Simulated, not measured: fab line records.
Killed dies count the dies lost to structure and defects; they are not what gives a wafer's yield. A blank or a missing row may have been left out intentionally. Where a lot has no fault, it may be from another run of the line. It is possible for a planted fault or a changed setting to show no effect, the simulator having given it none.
Which tool was responsible? || flow n5-finfet || 7 lots with 20 wafers sampled at 2 steps, on a route of 1938 steps

WHAT THE GAUGES SHOWED, per wafer
N5_BEOL_M11_OVL_MEAS_29.
{"lot": "L958", "measured": "day 11 05:06", "on": "overlay-02", "V10_OVL (nm)": "0.3 -0.3 0.0"}
{"lot": "L961", "measured": "day 12 03:26", "on": "overlay-02", "V10_OVL (nm)": "0.5 0.7 1.1"}
{"lot": "L965", "measured": "day 12 20:57", "on": "overlay-02", "V10_OVL (nm)": "-0.3 -0.8"}
{"lot": "L968", "measured": "day 14 04:26", "on": "overlay-01", "V10_OVL (nm)": "-0.2 -1.1 -1.6"}
{"lot": "L972", "measured": "day 14 14:24", "on": "overlay-01", "V10_OVL (nm)": "- - -"}
{"lot": "L974", "measured": "day 14 23:27", "on": "overlay-01", "V10_OVL (nm)": "-0.2 -0.1 0.6"}
{"lot": "L977", "measured": "day 15 22:37", "on": "overlay-02", "V10_OVL (nm)": "0.3 0.7 0.1"}

TOOL THAT RAN EACH LOT (tool first, then ch and the chambers of the sampled wafers, then the start)
{"lot": "L958", "N5_BEOL_M11_EXPOSE_25": "arfi-scanner-02 ch 0, day 11 04:56"}
{"lot": "L961", "N5_BEOL_M11_EXPOSE_25": "arfi-scanner-03 ch 0, day 12 03:16"}
{"lot": "L965", "N5_BEOL_M11_EXPOSE_25": "arfi-scanner-01 ch 0, day 12 20:47"}
{"lot": "L968", "N5_BEOL_M11_EXPOSE_25": "arfi-scanner-03 ch 0, day 14 04:17"}
{"lot": "L972", "N5_BEOL_M11_EXPOSE_25": "arfi-scanner-01, day 14 14:14"}
{"lot": "L974", "N5_BEOL_M11_EXPOSE_25": "arfi-scanner-02 ch 0, day 14 23:17"}
{"lot": "L977", "N5_BEOL_M11_EXPOSE_25": "arfi-scanner-02 ch 0, day 15 22:27"}
- N5_BEOL_M11_EXPOSE_25: exposes mask V10.

THE ANSWER, worked out from the rows above alone
Rule: what is usual is taken from the lots themselves. The widest of any qualifying gaps counts: lots, ordered by their means at a reading, are off when they make up no more than a third of the lots, leave a main group of 4 or more, and stand apart from it by 3 or more times the standard deviation of that group's means. Not used: any main group whose means are identical at the precision the tables above print for the reading. A lot without any number at a reading at which 4 lots or more have one is off too. Any other lot the step has rows for is counted as sound.
Off: L972, at N5_BEOL_M11_OVL_MEAS_29 (V10_OVL). Without a number there: L972. The main group has a mean of -0.0 nm with a standard deviation of 0.57.
A tool fits if, at a process step before that reading, it ran every lot that is off, and no sound lot after the first of them. Gauges at N5_BEOL_M11_OVL_MEAS_29: tried the same way as those tools. One fits: N5_BEOL_M11_EXPOSE_25 on arfi-scanner-01. A fault onset in the window from L965 (day 12 20:47, its last sound lot) to L972 (day 14 14:14, its first lot off) fits.

WHAT THE SIMULATOR HAD INSERTED
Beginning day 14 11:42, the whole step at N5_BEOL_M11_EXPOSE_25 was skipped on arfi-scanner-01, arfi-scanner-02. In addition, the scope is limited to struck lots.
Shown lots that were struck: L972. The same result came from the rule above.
